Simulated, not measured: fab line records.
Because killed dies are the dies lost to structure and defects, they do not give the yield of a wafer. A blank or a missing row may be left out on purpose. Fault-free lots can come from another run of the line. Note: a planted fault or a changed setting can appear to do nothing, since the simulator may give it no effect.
fab line records / flow nandHarc
[record] lots = 5 wafers = 15 lastDay = 33
route steps=1302 shown A_M1@1172 END@1302
lots with no fault: from the same line, run without faults
startH: hours from the record's opening day to when the first of the lot's shown wafers began / waitH: hours from the lot's prior step to this one / " same as the row above / L1.1+2: one row covering several wafers at once / - no value, or no start was given / * or withheld: withheld / < > ~ a bound
route shown NAME@n: NAME is a module with steps in the file, n the number in the route of the first one / usual: the fault-free wafers' mean and standard deviation / same: alike in all rows / chamber/n: place in a boat / sites: each site's reading / _std_site: standard deviation across them / _edge_site: the outer-site mean with the inner-site mean subtracted / radiusMm: how far each site lies from the wafer's centre / mask NAME#n: copy n / behind: the most recent tool/chamber to have shaped the wafer / hold: reason for holding the lot/hours on hold/outcome of the hold / device: which transistor (n, p or np) failed to switch / end of line: the route-end tests of the same wafers / a step given without rows: its recipe and nothing more / killed: not the wafer's yield, but the dies lost to structure and defects at the first sort / map: shows each die of a wafer: x if killed, . if not, _ if none is there
set.NAME: setting as actually run; set.NAME@STEP: the setting as run at that earlier step / model.NAME: the simulator's own value behind a step, which no gauge read
lots seen at some steps along the route; tables by step, rows by wafer
services: the hour from which a tool's chamber was out of use, counted from the record's first day as startH (under 0 if before that day), plus the number of hours and why
[[steps]]
[step NHARC_A_M1_COAT_34]
[recipe] tempC = 200 timeS = 65
[step NHARC_A_M1_COAT_03]
[recipe] spinRpm = 1500 resistThkNm = 90
[step NHARC_A_M1_SOFTBAKE_04]
[recipe] tempC = 105 timeS = 55
[step NHARC_A_M1_EBR_05]
[step NHARC_A_M1_EXPOSE_06]
[recipe] na = 1.35 targetCdNm = 120 doseMj = 75.13 maskId = A_M1
[step NHARC_A_M1_PEB_07]
[recipe] pebTempC = 100 pebTimeS = 65
[step NHARC_A_M1_DEVELOP_08]
[recipe] developTimeS = 35 devTempC = 23
[step NHARC_A_M1_CD_MEAS_09]
[recipe] targetCdNm = 120 landingEnergyEv = 500
[usual] cdNm = 120.2/0.56
lot.wafer=L632.3 tool=cdSem-03 chamber=0 startH=539.92 waitH=- cdNm=120.0
lot.wafer=L632.4 tool=cdSem-03 chamber=0 startH=539.92 waitH=- cdNm=120.4
lot.wafer=L632.5 tool=cdSem-03 chamber=0 startH=539.92 waitH=- cdNm=120.5
lot.wafer=L633.3 tool=cdSem-03 chamber=0 startH=542.70 waitH=- cdNm=120.2
lot.wafer=L633.4 tool=cdSem-03 chamber=0 startH=542.70 waitH=- cdNm=120.0
lot.wafer=L633.6 tool=cdSem-03 chamber=0 startH=542.70 waitH=- cdNm=119.7
lot.wafer=L645.2 tool=cdSem-02 chamber=0 startH=671.69 waitH=- cdNm=120.5
lot.wafer=L645.3 tool=cdSem-02 chamber=0 startH=671.69 waitH=- cdNm=120.5
lot.wafer=L645.6 tool=cdSem-02 chamber=0 startH=671.69 waitH=- cdNm=120.1
lot.wafer=L651.2 tool=cdSem-01 chamber=0 startH=740.34 waitH=- cdNm=119.8
lot.wafer=L651.3 tool=cdSem-01 chamber=0 startH=740.34 waitH=- cdNm=120.1
lot.wafer=L651.4 tool=cdSem-01 chamber=0 startH=740.34 waitH=- cdNm=120.2
lot.wafer=L653.2 tool=cdSem-01 chamber=0 startH=751.07 waitH=- cdNm=120.8
lot.wafer=L653.4 tool=cdSem-01 chamber=0 startH=751.07 waitH=- cdNm=120.7
lot.wafer=L653.5 tool=cdSem-01 chamber=0 startH=751.07 waitH=- cdNm=120.0
[step NHARC_A_M1_OVL_MEAS_10]
[recipe] pitchNm = 240
[usual] overlayXNm = 0.0/0.6 overlayYNm = 0.2/0.84
lot.wafer=L632.3 tool=overlay-02 chamber=- startH=540.01 waitH=- overlayXNm=-0.3 overlayYNm=-0.7
lot.wafer=L632.4 tool=overlay-02 chamber=- startH=540.01 waitH=- overlayXNm=0.0 overlayYNm=-0.6
lot.wafer=L632.5 tool=overlay-02 chamber=- startH=540.01 waitH=- overlayXNm=-0.8 overlayYNm=-0.1
lot.wafer=L633.3 tool=overlay-01 chamber=- startH=542.78 waitH=- overlayXNm=0.2 overlayYNm=0.0
lot.wafer=L633.4 tool=overlay-01 chamber=- startH=542.78 waitH=- overlayXNm=0.1 overlayYNm=0.4
lot.wafer=L633.6 tool=overlay-01 chamber=- startH=542.78 waitH=- overlayXNm=-0.2 overlayYNm=-0.1
lot.wafer=L645.2 tool=overlay-01 chamber=- startH=671.78 waitH=- overlayXNm=1.0 overlayYNm=-1.0
lot.wafer=L645.3 tool=overlay-01 chamber=- startH=671.78 waitH=- overlayXNm=0.9 overlayYNm=-0.7
lot.wafer=L645.6 tool=overlay-01 chamber=- startH=671.78 waitH=- overlayXNm=1.0 overlayYNm=-0.6
lot.wafer=L651.2 tool=overlay-02 chamber=- startH=740.43 waitH=- overlayXNm=-0.3 overlayYNm=-0.7
lot.wafer=L651.3 tool=overlay-02 chamber=- startH=740.43 waitH=- overlayXNm=-0.5 overlayYNm=0.0
lot.wafer=L651.4 tool=overlay-02 chamber=- startH=740.43 waitH=- overlayXNm=-0.5 overlayYNm=-0.1
lot.wafer=L653.2 tool=overlay-02 chamber=- startH=751.15 waitH=- overlayXNm=0.1 overlayYNm=0.1
lot.wafer=L653.4 tool=overlay-02 chamber=- startH=751.15 waitH=- overlayXNm=0.3 overlayYNm=0.2
lot.wafer=L653.5 tool=overlay-02 chamber=- startH=751.15 waitH=- overlayXNm=0.6 overlayYNm=-0.3
[step NHARC_A_M1_INSPECT_11]
[usual] rawDefectCount = 85/43
lot.wafer=L632.3 tool=defectInspect-02 chamber=- startH=540.05 waitH=0.0 rawDefectCount=67
lot.wafer=L632.4 tool=defectInspect-02 chamber=- startH=540.05 waitH=0.0 rawDefectCount=65
lot.wafer=L632.5 tool=defectInspect-02 chamber=- startH=540.05 waitH=0.0 rawDefectCount=54
lot.wafer=L633.3 tool=defectInspect-02 chamber=- startH=542.82 waitH=0.0 rawDefectCount=115
lot.wafer=L633.4 tool=defectInspect-02 chamber=- startH=542.82 waitH=0.0 rawDefectCount=125
lot.wafer=L633.6 tool=defectInspect-02 chamber=- startH=542.82 waitH=0.0 rawDefectCount=107
lot.wafer=L645.2 tool=defectInspect-01 chamber=- startH=671.81 waitH=0.0 rawDefectCount=135
lot.wafer=L645.3 tool=defectInspect-01 chamber=- startH=671.81 waitH=0.0 rawDefectCount=135
lot.wafer=L645.6 tool=defectInspect-01 chamber=- startH=671.81 waitH=0.0 rawDefectCount=160
lot.wafer=L651.2 tool=defectInspect-01 chamber=- startH=740.46 waitH=0.0 rawDefectCount=85
lot.wafer=L651.3 tool=defectInspect-01 chamber=- startH=740.46 waitH=0.0 rawDefectCount=100
lot.wafer=L651.4 tool=defectInspect-01 chamber=- startH=740.46 waitH=0.0 rawDefectCount=79
lot.wafer=L653.2 tool=defectInspect-01 chamber=- startH=751.19 waitH=0.0 rawDefectCount=84
lot.wafer=L653.4 tool=defectInspect-01 chamber=- startH=751.19 waitH=0.0 rawDefectCount=94
lot.wafer=L653.5 tool=defectInspect-01 chamber=- startH=751.19 waitH=0.0 rawDefectCount=78
[step NHARC_A_M1_DESCUM_14]
[recipe] timeS = 3 o2FlowSccm = 200 arFlowSccm = 0 biasPowerW = 0 chemistry = O2
[usual] drypumpMotorCurrentA = 5.8/0.33 oesProductAu = 1.000/0.0085 rfVppV = 58.0/0.99 showerheadPlenumPTorr = 1.97/0.075 throttleValvePct = 11.311/0.0087
lot.wafer=L632.3 tool=rieDiel-10 chamber=0 startH=540.13 waitH=0.1 drypumpMotorCurrentA=6.1 oesProductAu=0.978 rfHoursCounterH=3 rfVppV=57.9 showerheadPlenumPTorr=2.02 throttleValvePct=11.308
lot.wafer=L632.4 tool=rieDiel-10 chamber=3 startH=540.13 waitH=0.1 drypumpMotorCurrentA=6.0 oesProductAu=0.985 rfHoursCounterH=- rfVppV=55.9 showerheadPlenumPTorr=1.99 throttleValvePct=11.307
lot.wafer=L632.5 tool=rieDiel-10 chamber=0 startH=540.13 waitH=0.1 drypumpMotorCurrentA=6.0 oesProductAu=0.976 rfHoursCounterH=- rfVppV=59.0 showerheadPlenumPTorr=2.02 throttleValvePct=11.310
lot.wafer=L633.4 tool=rieDiel-03 chamber=2 startH=542.89 waitH=0.1 drypumpMotorCurrentA=5.4 oesProductAu=1.009 rfHoursCounterH=2 rfVppV=59.0 showerheadPlenumPTorr=1.81 throttleValvePct=11.313
lot.wafer=L633.3 tool=rieDiel-03 chamber=3 startH=542.89 waitH=0.1 drypumpMotorCurrentA=5.9 oesProductAu=1.006 rfHoursCounterH=2 rfVppV=58.5 showerheadPlenumPTorr=2.00 throttleValvePct=11.312
lot.wafer=L633.6 tool=rieDiel-03 chamber=1 startH=542.89 waitH=0.1 drypumpMotorCurrentA=5.8 oesProductAu=1.009 rfHoursCounterH=- rfVppV=57.7 showerheadPlenumPTorr=2.02 throttleValvePct=11.318
lot.wafer=L645.2 tool=rieDiel-03 chamber=3 startH=671.87 waitH=0.1 drypumpMotorCurrentA=6.0 oesProductAu=0.999 rfHoursCounterH=1 rfVppV=57.3 showerheadPlenumPTorr=2.00 throttleValvePct=11.317
lot.wafer=L645.3 tool=rieDiel-03 chamber=0 startH=671.87 waitH=0.1 drypumpMotorCurrentA=5.0 oesProductAu=1.004 rfHoursCounterH=1 rfVppV=59.8 showerheadPlenumPTorr=2.04 throttleValvePct=11.306
lot.wafer=L645.6 tool=rieDiel-03 chamber=0 startH=671.87 waitH=0.1 drypumpMotorCurrentA=5.0 oesProductAu=0.999 rfHoursCounterH=- rfVppV=59.4 showerheadPlenumPTorr=2.04 throttleValvePct=11.315
lot.wafer=L651.2 tool=rieDiel-10 chamber=1 startH=740.53 waitH=0.1 drypumpMotorCurrentA=5.9 oesProductAu=0.997 rfHoursCounterH=3 rfVppV=59.4 showerheadPlenumPTorr=1.92 throttleValvePct=11.317
lot.wafer=L651.3 tool=rieDiel-10 chamber=2 startH=740.53 waitH=0.1 drypumpMotorCurrentA=5.7 oesProductAu=1.001 rfHoursCounterH=2 rfVppV=57.9 showerheadPlenumPTorr=2.06 throttleValvePct=11.309
lot.wafer=L651.4 tool=rieDiel-10 chamber=3 startH=740.53 waitH=0.1 drypumpMotorCurrentA=6.0 oesProductAu=0.994 rfHoursCounterH=2 rfVppV=58.8 showerheadPlenumPTorr=1.99 throttleValvePct=11.321
lot.wafer=L653.4 tool=rieDiel-10 chamber=3 startH=751.26 waitH=0.1 drypumpMotorCurrentA=5.9 oesProductAu=0.998 rfHoursCounterH=3 rfVppV=58.4 showerheadPlenumPTorr=1.99 throttleValvePct=11.314
lot.wafer=L653.2 tool=rieDiel-10 chamber=1 startH=751.26 waitH=0.1 drypumpMotorCurrentA=6.0 oesProductAu=0.988 rfHoursCounterH=3 rfVppV=57.7 showerheadPlenumPTorr=1.92 throttleValvePct=11.315
lot.wafer=L653.5 tool=rieDiel-10 chamber=2 startH=751.26 waitH=0.1 drypumpMotorCurrentA=5.8 oesProductAu=1.016 rfHoursCounterH=- rfVppV=57.7 showerheadPlenumPTorr=2.06 throttleValvePct=11.322
[step NHARC_A_M1_ETCH_35]
[recipe] targetDepthA = 400 overetchA = 120 timeS = 43.94 ionEnergyEv = 200 n2FlowSccm = 150 h2FlowSccm = 150 arFlowSccm = 0 rfW = 400 biasW = 150 chemistry = N2/H2
[usual] biasW = 150.0/0.44 drypumpMotorCurrentA = 5.8/0.34 oesProductAu = 1.001/0.0082 rfVppV = 432.3/2.3 runLengthS = 65.3/0.42 showerheadPlenumPTorr = 2.11/0.079 throttleValvePct = 14.171/0.0091
lot.wafer=L632.3 tool=rieDiel-10 chamber=3 startH=540.23 waitH=0.1 biasW=150.6 drypumpMotorCurrentA=6.0 oesProductAu=0.988 rfHoursCounterH=2 rfVppV=433.3 runLengthS=65.0 showerheadPlenumPTorr=2.13 throttleValvePct=14.181
lot.wafer=L632.4 tool=rieDiel-10 chamber=0 startH=540.23 waitH=0.1 biasW=149.9 drypumpMotorCurrentA=6.0 oesProductAu=0.980 rfHoursCounterH=- rfVppV=433.8 runLengthS=64.8 showerheadPlenumPTorr=2.15 throttleValvePct=14.151
lot.wafer=L632.5 tool=rieDiel-10 chamber=1 startH=540.23 waitH=0.1 biasW=149.3 drypumpMotorCurrentA=6.0 oesProductAu=0.983 rfHoursCounterH=- rfVppV=432.2 runLengthS=66.0 showerheadPlenumPTorr=2.05 throttleValvePct=14.183
lot.wafer=L633.4 tool=rieDiel-03 chamber=2 startH=542.96 waitH=0.1 biasW=150.5 drypumpMotorCurrentA=5.4 oesProductAu=1.001 rfHoursCounterH=2 rfVppV=426.4 runLengthS=65.1 showerheadPlenumPTorr=1.92 throttleValvePct=14.180
lot.wafer=L633.3 tool=rieDiel-03 chamber=1 startH=542.96 waitH=0.1 biasW=150.1 drypumpMotorCurrentA=5.8 oesProductAu=1.005 rfHoursCounterH=3 rfVppV=434.0 runLengthS=65.6 showerheadPlenumPTorr=2.16 throttleValvePct=14.173
lot.wafer=L633.6 tool=rieDiel-03 chamber=3 startH=542.96 waitH=0.1 biasW=149.3 drypumpMotorCurrentA=5.9 oesProductAu=1.013 rfHoursCounterH=- rfVppV=433.4 runLengthS=65.1 showerheadPlenumPTorr=2.13 throttleValvePct=14.174
lot.wafer=L645.3 tool=rieDiel-03 chamber=2 startH=671.97 waitH=0.1 biasW=150.2 drypumpMotorCurrentA=5.4 oesProductAu=0.992 rfHoursCounterH=1 rfVppV=427.4 runLengthS=65.9 showerheadPlenumPTorr=1.92 throttleValvePct=14.165
lot.wafer=L645.2 tool=rieDiel-03 chamber=3 startH=671.97 waitH=0.1 biasW=150.3 drypumpMotorCurrentA=6.0 oesProductAu=0.980 rfHoursCounterH=1 rfVppV=433.5 runLengthS=65.5 showerheadPlenumPTorr=2.13 throttleValvePct=14.169
lot.wafer=L645.6 tool=rieDiel-03 chamber=0 startH=671.97 waitH=0.1 biasW=150.5 drypumpMotorCurrentA=5.0 oesProductAu=1.004 rfHoursCounterH=- rfVppV=434.6 runLengthS=64.8 showerheadPlenumPTorr=2.18 throttleValvePct=14.169
lot.wafer=L651.3 tool=rieDiel-10 chamber=0 startH=740.61 waitH=0.1 biasW=149.9 drypumpMotorCurrentA=6.0 oesProductAu=0.995 rfHoursCounterH=3 rfVppV=434.6 runLengthS=64.9 showerheadPlenumPTorr=2.15 throttleValvePct=14.181
lot.wafer=L651.4 tool=rieDiel-10 chamber=1 startH=740.61 waitH=0.1 biasW=149.3 drypumpMotorCurrentA=6.0 oesProductAu=1.006 rfHoursCounterH=3 rfVppV=431.3 runLengthS=65.5 showerheadPlenumPTorr=2.05 throttleValvePct=14.180
lot.wafer=L651.2 tool=rieDiel-10 chamber=2 startH=740.61 waitH=0.1 biasW=150.0 drypumpMotorCurrentA=5.8 oesProductAu=1.008 rfHoursCounterH=2 rfVppV=433.2 runLengthS=65.3 showerheadPlenumPTorr=2.20 throttleValvePct=14.179
lot.wafer=L653.4 tool=rieDiel-10 chamber=0 startH=751.35 waitH=0.1 biasW=150.4 drypumpMotorCurrentA=6.0 oesProductAu=1.013 rfHoursCounterH=3 rfVppV=431.8 runLengthS=64.8 showerheadPlenumPTorr=2.15 throttleValvePct=14.174
lot.wafer=L653.2 tool=rieDiel-10 chamber=1 startH=751.35 waitH=0.1 biasW=150.6 drypumpMotorCurrentA=5.9 oesProductAu=0.997 rfHoursCounterH=3 rfVppV=430.6 runLengthS=65.6 showerheadPlenumPTorr=2.05 throttleValvePct=14.173
lot.wafer=L653.5 tool=rieDiel-10 chamber=3 startH=751.35 waitH=0.1 biasW=149.7 drypumpMotorCurrentA=6.0 oesProductAu=0.997 rfHoursCounterH=- rfVppV=432.6 runLengthS=65.1 showerheadPlenumPTorr=2.13 throttleValvePct=14.183
[step NHARC_A_M1_ETCH_15]
[recipe] targetDepthA = 1825 timeS = 91.2 c4f8FlowSccm = withheld arFlowSccm = 400 rfW = 600 biasW = 300 chemistry = C4F8/Ar
[usual] biasW = 299.9/0.88 oesProductAu = 0.952/0.023 rfVppV = 442.7/2.3 runLengthS = 112.6/0.39
lot.wafer=L632.3 tool=rieDiel-10 chamber=1 startH=540.31 waitH=- biasW=300.3 oesProductAu=0.903 rfHoursCounterH=3 rfVppV=442.5 runLengthS=113.0
lot.wafer=L632.5 tool=rieDiel-10 chamber=1 startH=540.31 waitH=- biasW=299.8 oesProductAu=0.910 rfHoursCounterH=- rfVppV=440.6 runLengthS=112.7
lot.wafer=L632.4 tool=rieDiel-10 chamber=3 startH=540.31 waitH=- biasW=300.2 oesProductAu=0.908 rfHoursCounterH=- rfVppV=445.1 runLengthS=112.4
lot.wafer=L633.4 tool=rieDiel-03 chamber=2 startH=543.05 waitH=- biasW=300.1 oesProductAu=0.912 rfHoursCounterH=2 rfVppV=438.8 runLengthS=113.0
lot.wafer=L633.3 tool=rieDiel-03 chamber=0 startH=543.05 waitH=- biasW=301.1 oesProductAu=0.911 rfHoursCounterH=2 rfVppV=444.3 runLengthS=112.4
lot.wafer=L633.6 tool=rieDiel-03 chamber=2 startH=543.05 waitH=- biasW=300.3 oesProductAu=0.922 rfHoursCounterH=- rfVppV=437.1 runLengthS=112.5
lot.wafer=L645.2 tool=rieDiel-03 chamber=0 startH=672.06 waitH=- biasW=- oesProductAu=0.948 rfHoursCounterH=1 rfVppV=444.6 runLengthS=102.0
lot.wafer=L645.3 tool=rieDiel-03 chamber=1 startH=672.06 waitH=- biasW=298.7 oesProductAu=0.956 rfHoursCounterH=1 rfVppV=443.8 runLengthS=113.2
lot.wafer=L645.6 tool=rieDiel-03 chamber=0 startH=672.06 waitH=- biasW=- oesProductAu=0.953 rfHoursCounterH=- rfVppV=444.1 runLengthS=102.0
lot.wafer=L651.4 tool=rieDiel-10 chamber=2 startH=740.71 waitH=- biasW=300.1 oesProductAu=0.968 rfHoursCounterH=2 rfVppV=444.4 runLengthS=112.9
lot.wafer=L651.2 tool=rieDiel-10 chamber=3 startH=740.71 waitH=- biasW=301.0 oesProductAu=0.954 rfHoursCounterH=3 rfVppV=442.7 runLengthS=112.4
lot.wafer=L651.3 tool=rieDiel-10 chamber=0 startH=740.71 waitH=- biasW=300.7 oesProductAu=0.974 rfHoursCounterH=3 rfVppV=442.9 runLengthS=112.2
lot.wafer=L653.4 tool=rieDiel-10 chamber=0 startH=751.42 waitH=- biasW=300.1 oesProductAu=0.983 rfHoursCounterH=3 rfVppV=444.6 runLengthS=112.4
lot.wafer=L653.2 tool=rieDiel-10 chamber=2 startH=751.42 waitH=- biasW=298.3 oesProductAu=0.971 rfHoursCounterH=3 rfVppV=445.4 runLengthS=112.8
lot.wafer=L653.5 tool=rieDiel-10 chamber=1 startH=751.42 waitH=- biasW=300.4 oesProductAu=0.979 rfHoursCounterH=- rfVppV=441.3 runLengthS=112.9
[step NHARC_A_M1_CD_MEAS_16]
[usual] cdNm = 120.2/0.73
lot.wafer=L632.3 tool=cdSem-03 chamber=- startH=540.47 waitH=- cdNm=120.2
lot.wafer=L632.4 tool=cdSem-03 chamber=- startH=540.47 waitH=- cdNm=120.4
lot.wafer=L632.5 tool=cdSem-03 chamber=- startH=540.47 waitH=- cdNm=120.5
lot.wafer=L633.3 tool=cdSem-03 chamber=- startH=543.19 waitH=- cdNm=119.4
lot.wafer=L633.4 tool=cdSem-03 chamber=- startH=543.19 waitH=- cdNm=120.1
lot.wafer=L633.6 tool=cdSem-03 chamber=- startH=543.19 waitH=- cdNm=119.8
lot.wafer=L645.2 tool=cdSem-01 chamber=- startH=672.18 waitH=- cdNm=119.2
lot.wafer=L645.3 tool=cdSem-01 chamber=- startH=672.18 waitH=- cdNm=119.9
lot.wafer=L645.6 tool=cdSem-01 chamber=- startH=672.18 waitH=- cdNm=119.3
lot.wafer=L651.2 tool=cdSem-02 chamber=- startH=740.83 waitH=- cdNm=119.1
lot.wafer=L651.3 tool=cdSem-02 chamber=- startH=740.83 waitH=- cdNm=120.6
lot.wafer=L651.4 tool=cdSem-02 chamber=- startH=740.83 waitH=- cdNm=119.8
lot.wafer=L653.2 tool=cdSem-02 chamber=- startH=751.56 waitH=- cdNm=119.7
lot.wafer=L653.4 tool=cdSem-02 chamber=- startH=751.56 waitH=- cdNm=120.5
lot.wafer=L653.5 tool=cdSem-02 chamber=- startH=751.56 waitH=- cdNm=119.4
[step NHARC_END_SORT_01]
[recipe] tempC = 25
[usual] defectLimitedYield = 91/3.2 killedAtArray = 55/22 killedAtOther = 1.1/1.4 killedAtPeriphery = 4/3.2 killedDies = 59/22 killedOpen = 3.3/1.8 killedShort = 2.5/1.5
[same] grossDies = 677
lot.wafer=L645.2 tool=prober-02 chamber=0 startH=713.60 waitH=2.8 defectLimitedYield[%]=85 killedAtArray=95 killedAtOther=0 killedAtPeriphery=7 killedDies=102 killedOpen=2 killedShort=4
lot.wafer=L645.3 tool=prober-02 chamber=0 startH=714.39 waitH=3.1 defectLimitedYield[%]=89 killedAtArray=75 killedAtOther=1 killedAtPeriphery=1 killedDies=77 killedOpen=0 killedShort=1
lot.wafer=L645.6 tool=prober-02 chamber=0 startH=716.79 waitH=4.0 defectLimitedYield[%]=88 killedAtArray=76 killedAtOther=0 killedAtPeriphery=6 killedDies=82 killedOpen=1 killedShort=1
lot.wafer=L651.2 tool=prober-01 chamber=0 startH=777.38 waitH=2.8 defectLimitedYield[%]=91 killedAtArray=55 killedAtOther=1 killedAtPeriphery=5 killedDies=61 killedOpen=10 killedShort=5
lot.wafer=L651.3 tool=prober-01 chamber=0 startH=778.18 waitH=3.1 defectLimitedYield[%]=88 killedAtArray=80 killedAtOther=2 killedAtPeriphery=0 killedDies=82 killedOpen=2 killedShort=3
lot.wafer=L651.4 tool=prober-01 chamber=0 startH=778.98 waitH=3.4 defectLimitedYield[%]=91 killedAtArray=54 killedAtOther=3 killedAtPeriphery=3 killedDies=60 killedOpen=3 killedShort=1
lot.wafer=L653.2 tool=prober-01 chamber=0 startH=787.42 waitH=2.8 defectLimitedYield[%]=88 killedAtArray=80 killedAtOther=2 killedAtPeriphery=1 killedDies=83 killedOpen=5 killedShort=3
lot.wafer=L653.4 tool=prober-01 chamber=0 startH=789.01 waitH=3.4 defectLimitedYield[%]=89 killedAtArray=70 killedAtOther=0 killedAtPeriphery=2 killedDies=72 killedOpen=4 killedShort=2
lot.wafer=L653.5 tool=prober-01 chamber=0 startH=789.81 waitH=3.7 defectLimitedYield[%]=92 killedAtArray=50 killedAtOther=1 killedAtPeriphery=2 killedDies=53 killedOpen=2 killedShort=1
// killed by level:class
L645.2 A_SLIT:chamberFilmFlake=28 A_CHANNEL_HOLE_D2:chamberFilmFlake=23 A_M1:areaEtch=19 A_CHANNEL_HOLE_D1:chamberFilmFlake=15 P_GATE:chamberFilmFlake=4 A_CONTACT:chamberFilmFlake=3 A_STAIRCASE:chamberFilmFlake=2 P_GATE:geometricParticle:open=1
L645.3 A_SLIT:chamberFilmFlake=29 A_CHANNEL_HOLE_D2:chamberFilmFlake=25 A_CHANNEL_HOLE_D1:chamberFilmFlake=12 A_CONTACT:chamberFilmFlake=5 A_CHANNEL_FILL_D1:chamberFilmFlake=2 P_GATE:chamberFilmFlake=1 STARTING-WAFER:geometricParticle:short=1 A_STAIRCASE:chamberFilmFlake=1
L645.6 A_SLIT:chamberFilmFlake=25 A_M1:areaEtch=20 A_CHANNEL_HOLE_D2:chamberFilmFlake=13 A_CHANNEL_HOLE_D1:chamberFilmFlake=11 P_GATE:chamberFilmFlake=5 A_CONTACT:chamberFilmFlake=2 A_DECK1_JOINT:geometricParticle:open=1 A_CHANNEL_FILL_D2:geometricParticle:short=1
L651.2 A_CHANNEL_HOLE_D2:chamberFilmFlake=24 A_CHANNEL_HOLE_D1:chamberFilmFlake=7 A_CONTACT:chamberFilmFlake=6 A_SLIT:chamberFilmFlake=5 P_CONTACT:geometricParticle:open=3 A_BLC:geometricParticle:open=2 A_M0:geometricParticle:open=2 A_STAIRCASE:chamberFilmFlake=2
L651.3 A_CHANNEL_HOLE_D2:chamberFilmFlake=36 A_CHANNEL_HOLE_D1:chamberFilmFlake=20 A_SLIT:chamberFilmFlake=7 A_CONTACT:chamberFilmFlake=5 A_M0:geometricParticle:open=2 A_STAIRCASE:chamberFilmFlake=2 A_SGD_CUT:chamberFilmFlake=2 THIN_TSV:chamberFilmFlake=2
L651.4 A_CHANNEL_HOLE_D2:chamberFilmFlake=23 A_CHANNEL_HOLE_D1:chamberFilmFlake=16 A_CONTACT:chamberFilmFlake=8 THIN_TSV:chamberFilmFlake=3 A_SGD_CUT:chamberFilmFlake=2 P_M0:geometricParticle:open=1 A_WL_FILL:geometricParticle:short=1 A_BLC:geometricParticle:open=1
L653.2 A_CHANNEL_HOLE_D2:chamberFilmFlake=32 A_CHANNEL_HOLE_D1:chamberFilmFlake=13 A_SLIT:chamberFilmFlake=13 A_SGD_CUT:chamberFilmFlake=4 A_DECK1_JOINT:geometricParticle:open=2 A_ZERO_WELL:chamberFilmFlake=2 A_CHANNEL_FILL_D1:chamberFilmFlake=2 A_DECK1_JOINT:chamberFilmFlake=2
L653.4 A_CHANNEL_HOLE_D2:chamberFilmFlake=30 A_CHANNEL_HOLE_D1:chamberFilmFlake=19 A_SLIT:chamberFilmFlake=9 A_CONTACT:chamberFilmFlake=3 A_CHANNEL_FILL_D2:chamberFilmFlake=3 A_ONON_D1:geometricParticle:short=2 A_ONON_D2:geometricParticle:open=2 P_CONTACT:geometricParticle:open=1
L653.5 A_CHANNEL_HOLE_D2:chamberFilmFlake=22 A_CHANNEL_HOLE_D1:chamberFilmFlake=11 A_CHANNEL_FILL_D2:chamberFilmFlake=5 A_SLIT:chamberFilmFlake=5 A_STAIRCASE:chamberFilmFlake=2 A_CONTACT:chamberFilmFlake=2 P_CONTACT:geometricParticle:open=1 A_WL_FILL:geometricParticle:open=1
[[services]]
tool=rieDiel-10 chamber=0 startH=526.50 hours=- kind=clean
tool=rieDiel-10 chamber=1 startH=526.50 hours=- kind=clean
tool=rieDiel-10 chamber=2 startH=526.50 hours=- kind=clean
tool=rieDiel-10 chamber=3 startH=526.50 hours=- kind=clean
tool=rieDiel-10 chamber=3 startH=535.00 hours=4.7 kind=repair
tool=rieDiel-10 chamber=2 startH=539.60 hours=7.2 kind=repair
tool=rieDiel-10 chamber=0 startH=551.00 hours=- kind=clean
tool=rieDiel-10 chamber=1 startH=551.00 hours=- kind=clean
tool=rieDiel-10 chamber=2 startH=551.00 hours=- kind=clean
tool=rieDiel-10 chamber=3 startH=551.00 hours=- kind=clean
tool=rieDiel-10 chamber=0 startH=575.50 hours=- kind=clean
tool=rieDiel-10 chamber=1 startH=575.50 hours=- kind=clean
tool=rieDiel-10 chamber=2 startH=575.50 hours=- kind=clean
tool=rieDiel-10 chamber=3 startH=575.50 hours=- kind=clean
tool=rieDiel-10 chamber=- startH=596.50 hours=9.0 kind=pm
tool=rieDiel-10 chamber=0 startH=596.50 hours=9.0 kind=ventCycle
tool=rieDiel-10 chamber=1 startH=596.50 hours=9.0 kind=ventCycle
tool=rieDiel-10 chamber=2 startH=596.50 hours=9.0 kind=ventCycle
tool=rieDiel-10 chamber=3 startH=596.50 hours=9.0 kind=ventCycle
tool=rieDiel-10 chamber=0 startH=605.50 hours=- kind=clean
tool=rieDiel-10 chamber=1 startH=605.50 hours=- kind=clean
tool=rieDiel-03 chamber=- startH=635.30 hours=9.0 kind=pm
tool=rieDiel-10 chamber=0 startH=671.68 hours=3.9 kind=repair
tool=rieDiel-03 chamber=2 startH=747.00 hours=8.8 kind=repair
[[key]]
[firstSign] step = NHARC_A_M1_ETCH_15 reading = runLengthS direction = down sigmas = 27 usual = * struck = *
effect none on later readings
metAt NHARC_A_M1_ETCH_15
struckWafers L645.2,L645.6
onsetBetween 543.05 672.06
[fault] kind = processParameterDrift tool = rieDiel-03 chamber = 0 onsetH = 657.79 steps = NHARC_A_M1_ETCH_15 channel = timeS offset = * shape = step endH = 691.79 actsIn = * stated = *
